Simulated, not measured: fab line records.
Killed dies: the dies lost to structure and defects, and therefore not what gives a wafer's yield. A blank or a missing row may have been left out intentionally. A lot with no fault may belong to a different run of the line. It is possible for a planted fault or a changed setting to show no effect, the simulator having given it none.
fab line records | flow nand_harc
record: lots: 6 | wafers: 18 | last_day: 33
route steps=1302 shown P_M0@255
lots that met no fault: from a run of the same line without faults
start_h: hours from the record's opening day to when the first of the lot's shown wafers began | wait_h: hours elapsed since this lot's preceding step | " the same as in the row above | L1.1+2: a single row standing in for several wafers | - no value present, or no start provided | * or withheld: withheld | < > ~ a bound
route shown NAME@n: NAME is a module with steps in the file, n the number in the route of the first one | usual: mean and standard deviation over wafers with no fault | same: alike in all rows | chamber/n: place in a boat | sites: the reading at each site | _std_site: the values' standard deviation | _edge_site: mean of outer sites minus mean of inner sites | radius_mm: how far each site lies from the wafer's centre | mask NAME#n: copy n | behind: the last tool/chamber to shape the wafer | hold: why the lot went on hold/how many hours it stayed there/how the hold came to an end | device: names the non-switching transistor (n, p or np) | end of line: at the end of the route, the tests of the same wafers | where a step has no rows: the recipe by itself | killed: at the first sort, the dies lost to defects and structure; wafer yield is something else | map: dies across one wafer; x = killed, . = not, _ = none there
set.NAME: the run value of the setting; set.NAME@STEP: its run value at that earlier step | model.NAME: the simulator's own value behind a step, which no gauge read
lots at some steps of the route; a table a step, a row a wafer
services: a tool's chamber out of use, with start hour (start_h, from the record's first day; less than 0 if before it), hours out, and reason
== steps ==
step: NHARC_P_M0_HMDS_02
recipe: time_s: 30
step: NHARC_P_M0_COAT_33
recipe: temp_c: 200 | time_s: 65
step: NHARC_P_M0_COAT_03
recipe: spin_rpm: 1500 | resist_thk_nm: 90
step: NHARC_P_M0_SOFTBAKE_04
recipe: temp_c: 105 | time_s: 55
step: NHARC_P_M0_EBR_05
step: NHARC_P_M0_EXPOSE_06
recipe: na: 1.35 | target_cd_nm: 90 | dose_mj: 81.28 | mask_id: P_M0
step: NHARC_P_M0_PEB_07
recipe: peb_temp_c: 100 | peb_time_s: 65
step: NHARC_P_M0_DEVELOP_08
recipe: develop_time_s: 35 | dev_temp_c: 23
step: NHARC_P_M0_CD_MEAS_09
recipe: target_cd_nm: 90 | landing_energy_ev: 500
usual: cd_nm: 89.9/0.6
lot.wafer | tool      | chamber | start_h | wait_h | cd_nm
L468.2    | cd_sem-03 | 0       | 125.50  | -      | 90.3
L468.5    | "         | 0       | "       | "      | 89.3
L468.6    | "         | 0       | "       | "      | 89.7
L470.1    | cd_sem-01 | 0       | 149.29  | -      | 89.5
L470.4    | "         | 0       | "       | "      | 89.3
L470.6    | "         | 0       | "       | "      | 89.7
L478.4    | cd_sem-01 | 0       | 228.05  | -      | 90.0
L478.5    | "         | 0       | "       | "      | 89.1
L478.6    | "         | 0       | "       | "      | 89.0
L481.3    | cd_sem-01 | 0       | 248.63  | -      | 89.5
L481.5    | "         | 0       | "       | "      | 89.7
L481.6    | "         | 0       | "       | "      | 90.3
L489.4    | cd_sem-02 | 0       | 341.98  | -      | 89.7
L489.5    | "         | 0       | "       | "      | 90.6
L489.6    | "         | 0       | "       | "      | 90.9
L491.1    | cd_sem-02 | 0       | 353.54  | -      | 89.8
L491.3    | "         | 0       | "       | "      | 90.4
L491.5    | "         | 0       | "       | "      | 89.3
step: NHARC_P_M0_OVL_MEAS_10
recipe: pitch_nm: 180
usual: overlay_x_nm: 0.2/0.84 | overlay_y_nm: 0.1/0.75
lot.wafer | tool       | chamber | start_h | wait_h | overlay_x_nm | overlay_y_nm
L468.2    | overlay-02 | -       | 125.59  | -      | 0.8          | -0.3
L468.5    | "          | -       | "       | "      | 1.1          | 0.1
L468.6    | "          | -       | "       | "      | 0.6          | 0.1
L470.1    | overlay-02 | -       | 149.37  | -      | 0.3          | -0.3
L470.4    | "          | -       | "       | "      | 0.2          | -0.3
L470.6    | "          | -       | "       | "      | 0.5          | 0.1
L478.4    | overlay-01 | -       | 228.13  | -      | -1.0         | 0.6
L478.5    | "          | -       | "       | "      | -0.8         | 0.8
L478.6    | "          | -       | "       | "      | -1.4         | 0.8
L481.3    | overlay-02 | -       | 248.71  | -      | 0.0          | 0.9
L481.5    | "          | -       | "       | "      | 0.0          | 1.1
L481.6    | "          | -       | "       | "      | -0.3         | 1.0
L489.4    | overlay-02 | -       | 342.06  | -      | 0.4          | 0.2
L489.5    | "          | -       | "       | "      | 0.2          | 0.0
L489.6    | "          | -       | "       | "      | 0.3          | 0.3
L491.1    | overlay-01 | -       | 353.63  | -      | -0.5         | -0.4
L491.3    | "          | -       | "       | "      | -0.1         | -0.7
L491.5    | "          | -       | "       | "      | -0.7         | -0.4
step: NHARC_P_M0_INSPECT_11
usual: raw_defect_count: 4.9/2.7
lot.wafer | tool              | chamber | start_h | wait_h | raw_defect_count
L468.2    | defect_inspect-02 | -       | 125.63  | 0.0    | 8
L468.5    | "                 | -       | "       | "      | 8
L468.6    | "                 | -       | "       | "      | 6
L470.1    | defect_inspect-01 | -       | 149.41  | 0.0    | 7
L470.4    | "                 | -       | "       | "      | 10
L470.6    | "                 | -       | "       | "      | 1
L478.4    | defect_inspect-01 | -       | 228.16  | 0.0    | 2
L478.5    | "                 | -       | "       | "      | 2
L478.6    | "                 | -       | "       | "      | 7
L481.3    | defect_inspect-02 | -       | 248.75  | 0.0    | 1
L481.5    | "                 | -       | "       | "      | 3
L481.6    | "                 | -       | "       | "      | 2
L489.4    | defect_inspect-02 | -       | 342.10  | 0.0    | 6
L489.5    | "                 | -       | "       | "      | 7
L489.6    | "                 | -       | "       | "      | 8
L491.1    | defect_inspect-01 | -       | 353.67  | 0.0    | 6
L491.3    | "                 | -       | "       | "      | 3
L491.5    | "                 | -       | "       | "      | 4
step: NHARC_P_M0_DESCUM_14
recipe: time_s: 3 | o2_flow_sccm: 200 | ar_flow_sccm: 0 | bias_power_w: 0 | chemistry: O2
usual: drypump_motor_current_A: 5.7/0.36 | oes_product_au: 1.000/0.0091 | rf_vpp_V: 57.6/0.82 | showerhead_plenum_p_Torr: 1.88/0.075 | throttle_valve_pct: 11.310/0.0091
lot.wafer | tool        | chamber | start_h | wait_h | drypump_motor_current_A | oes_product_au | rf_hours_counter_h | rf_vpp_V | showerhead_plenum_p_Torr | throttle_valve_pct
L468.2    | rie_diel-04 | 2       | 125.70  | 0.1    | 6.2                     | 1.002          | 31                 | 57.8     | 1.87                     | 11.312
L468.5    | "           | 0       | "       | "      | 5.1                     | 1.000          | -                  | 57.6     | 2.06                     | 11.317
L468.6    | "           | 1       | "       | "      | 5.5                     | 1.015          | -                  | 57.9     | 1.90                     | 11.307
L470.4    | rie_diel-13 | 1       | 149.48  | 0.1    | 6.2                     | 1.009          | 26                 | 56.7     | 1.83                     | 11.312
L470.1    | "           | 2       | "       | "      | 6.3                     | 1.000          | 24                 | 57.9     | 1.82                     | 11.305
L470.6    | "           | 1       | "       | "      | 6.2                     | 1.012          | -                  | 55.5     | 1.83                     | 11.306
L478.4    | rie_diel-13 | 3       | 228.25  | 0.1    | 5.7                     | 1.001          | 9                  | 58.3     | 1.91                     | 11.305
L478.5    | "           | 0       | "       | "      | 5.4                     | 1.000          | -                  | 57.4     | 1.77                     | 11.307
L478.6    | "           | 1       | "       | "      | 6.2                     | 0.996          | -                  | 56.5     | 1.83                     | 11.292
L481.3    | rie_diel-13 | 2       | 248.81  | 0.1    | 6.3                     | 0.991          | 12                 | 56.5     | 1.82                     | 11.312
L481.5    | "           | 2       | "       | "      | 6.3                     | 0.997          | -                  | 57.3     | 1.82                     | 11.303
L481.6    | "           | 3       | "       | "      | 5.8                     | 0.998          | -                  | 55.9     | 1.91                     | 11.315
L489.4    | rie_diel-04 | 0       | 342.17  | 0.1    | 5.2                     | 0.976          | 46                 | 57.3     | 2.04                     | 11.314
L489.5    | "           | 2       | "       | "      | 6.1                     | 0.993          | -                  | 56.6     | 1.85                     | 11.305
L489.6    | "           | 3       | "       | "      | 5.5                     | 0.997          | -                  | 59.3     | 1.96                     | 11.328
L491.1    | rie_diel-08 | 3       | 353.74  | 0.1    | 5.8                     | 0.992          | 38                 | 58.1     | 1.88                     | 11.313
L491.3    | "           | 1       | "       | "      | 5.8                     | 0.992          | 45                 | 58.8     | 1.93                     | 11.301
L491.5    | "           | 2       | "       | "      | 5.9                     | 1.007          | -                  | 58.5     | 1.88                     | 11.322
step: NHARC_P_M0_ETCH_34
recipe: target_depth_a: 400 | overetch_a: 120 | time_s: 43.94 | ion_energy_ev: 200 | n2_flow_sccm: 150 | h2_flow_sccm: 150 | ar_flow_sccm: 0 | rf_w: 400 | bias_w: 150 | chemistry: N2/H2
usual: drypump_motor_current_A: 5.8/0.37 | h2_flow_sccm: 150.0/0.44 | oes_product_au: 0.999/0.0086 | rf_vpp_V: 429.7/2.5 | showerhead_plenum_p_Torr: 2.01/0.084 | throttle_valve_pct: 14.172/0.0084
lot.wafer | tool        | chamber | start_h | wait_h | drypump_motor_current_A | h2_flow_sccm | oes_product_au | rf_hours_counter_h | rf_vpp_V | showerhead_plenum_p_Torr | throttle_valve_pct
L468.2    | rie_diel-04 | 0       | 125.79  | 0.1    | 5.2                     | 150.6        | 0.976          | 38                 | 435.5    | 2.20                     | 14.172
L468.5    | "           | 1       | "       | "      | 5.5                     | 150.0        | 1.002          | -                  | 430.8    | 2.03                     | 14.179
L468.6    | "           | 2       | "       | "      | 6.1                     | 150.5        | 1.006          | -                  | 428.2    | 2.00                     | 14.183
L470.4    | rie_diel-13 | 3       | 149.56  | 0.1    | 5.8                     | 150.3        | 1.013          | 29                 | 430.5    | 2.04                     | 14.177
L470.1    | "           | 1       | "       | "      | 6.2                     | 150.7        | 1.008          | 26                 | 427.1    | 1.95                     | 14.174
L470.6    | "           | 2       | "       | "      | 6.3                     | 149.9        | 1.003          | -                  | 428.0    | 1.94                     | 14.177
L478.4    | rie_diel-13 | 3       | 228.31  | 0.1    | 5.8                     | 150.2        | 0.872          | 9                  | 430.4    | 2.04                     | 14.175
L478.6    | "           | 3       | "       | "      | 5.7                     | 150.1        | 0.861          | -                  | 430.4    | 2.04                     | 14.170
L478.5    | "           | 0       | "       | "      | 5.4                     | 149.9        | 1.003          | -                  | 427.9    | 1.88                     | 14.178
L481.3    | rie_diel-13 | 3       | 248.91  | 0.1    | 5.8                     | 149.8        | 0.862          | 10                 | 430.8    | 2.04                     | 14.175
L481.5    | "           | 1       | "       | "      | 6.2                     | 150.3        | 0.996          | -                  | 427.8    | 1.95                     | 14.171
L481.6    | "           | 2       | "       | "      | 6.2                     | 150.3        | 0.999          | -                  | 427.1    | 1.94                     | 14.170
L489.4    | rie_diel-04 | 2       | 342.26  | 0.1    | 6.1                     | 149.5        | 0.995          | 48                 | 429.7    | 1.97                     | 14.182
L489.6    | "           | 3       | "       | "      | 5.4                     | 150.2        | 0.989          | -                  | 432.5    | 2.09                     | 14.153
L489.5    | "           | 0       | "       | "      | 5.2                     | 150.4        | 0.990          | -                  | 433.1    | 2.18                     | 14.173
L491.1    | rie_diel-08 | 1       | 353.81  | 0.1    | 5.8                     | 149.9        | 0.983          | 45                 | 431.1    | 2.06                     | 14.166
L491.3    | "           | 0       | "       | "      | 5.3                     | 150.0        | 1.011          | 39                 | 426.6    | 1.92                     | 14.179
L491.5    | "           | 2       | "       | "      | 5.9                     | 149.5        | 0.998          | -                  | 430.3    | 2.00                     | 14.172
step: NHARC_P_M0_ETCH_15
recipe: target_depth_a: 1500 | overetch_a: 150 | time_s: 82.5 | c4f8_flow_sccm: withheld | ar_flow_sccm: 400 | rf_w: 600 | bias_w: 300 | chemistry: C4F8/Ar
usual: oes_product_au: 0.955/0.023 | rf_vpp_V: 439.8/2.5
lot.wafer | tool        | chamber | start_h | wait_h | oes_product_au | rf_hours_counter_h | rf_vpp_V
L468.2    | rie_diel-04 | 2       | -       | -      | 0.931          | 31                 | 438.7
L468.5    | "           | 3       | "       | "      | 0.922          | -                  | 442.5
L468.6    | "           | 0       | "       | "      | 0.916          | -                  | 445.2
L470.4    | rie_diel-13 | 2       | -       | -      | 0.966          | 24                 | 437.5
L470.1    | "           | 0       | "       | "      | 0.963          | 29                 | 436.5
L470.6    | "           | 2       | "       | "      | 0.970          | -                  | 438.1
L478.4    | rie_diel-13 | 3       | -       | -      | 0.974          | 9                  | 442.7
L478.6    | "           | 1       | "       | "      | 0.957          | -                  | 436.7
L478.5    | "           | 2       | "       | "      | 0.970          | -                  | 436.8
L481.3    | rie_diel-13 | 3       | -       | -      | 0.919          | 10                 | 441.7
L481.6    | "           | 0       | "       | "      | 0.924          | -                  | 434.4
L481.5    | "           | 1       | "       | "      | 0.918          | -                  | 436.9
L489.4    | rie_diel-04 | 1       | -       | -      | 0.927          | 52                 | 440.0
L489.6    | "           | 2       | "       | "      | 0.927          | -                  | 439.3
L489.5    | "           | 3       | "       | "      | 0.920          | -                  | 443.4
L491.3    | rie_diel-08 | 0       | -       | -      | 0.977          | 39                 | 438.3
L491.1    | "           | 1       | "       | "      | 0.971          | 45                 | 440.9
L491.5    | "           | 1       | "       | "      | 0.969          | -                  | 440.7
== services ==
tool        | chamber | start_h | hours | kind
rie_diel-04 | 2       | 117.62  | 6.3   | repair
rie_diel-13 | 0       | 117.99  | 1.9   | repair
rie_diel-13 | 0       | 120.68  | -     | clean
rie_diel-13 | 1       | 120.68  | -     | clean
rie_diel-13 | 2       | 120.68  | -     | clean
rie_diel-13 | 3       | 120.68  | -     | clean
rie_diel-13 | 0       | 145.18  | -     | clean
rie_diel-13 | 1       | 145.18  | -     | clean
rie_diel-13 | 2       | 145.18  | -     | clean
rie_diel-13 | 3       | 145.18  | -     | clean
rie_diel-13 | 1       | 155.61  | 11.6  | repair
rie_diel-13 | -       | 165.11  | 9.0   | pm
rie_diel-13 | 0       | 165.11  | 9.0   | vent_cycle
rie_diel-13 | 2       | 165.11  | 9.0   | vent_cycle
rie_diel-13 | 3       | 165.11  | 9.0   | vent_cycle
rie_diel-04 | 1       | 169.83  | 4.1   | repair
rie_diel-04 | -       | 177.92  | 9.0   | pm
rie_diel-08 | -       | 190.85  | 9.0   | pm
rie_diel-13 | 3       | 212.55  | 5.3   | repair
rie_diel-08 | -       | 226.94  | 1.6   | repair
rie_diel-08 | 3       | 258.95  | 2.8   | repair
rie_diel-04 | 2       | 263.66  | 9.2   | repair
rie_diel-13 | -       | 342.28  | 9.0   | pm
rie_diel-04 | -       | 343.48  | 0.7   | repair
== key ==
first_sign: step: NHARC_P_M0_ETCH_34 | reading: oes_product_au | direction: down | sigmas: 16 | usual: 0.999 | struck: 0.865
effect none on later readings
met_at NHARC_P_M0_ETCH_34
struck_wafers L478.4,L478.6,L481.3
onset_between 149.56 228.31
fault: kind: process_parameter_drift | tool: rie_diel-13 | chamber: 3 | onset_h: 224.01 | steps: NHARC_P_M0_ETCH_34 | channel: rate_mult | offset: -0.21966 | shape: step | end_h: 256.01
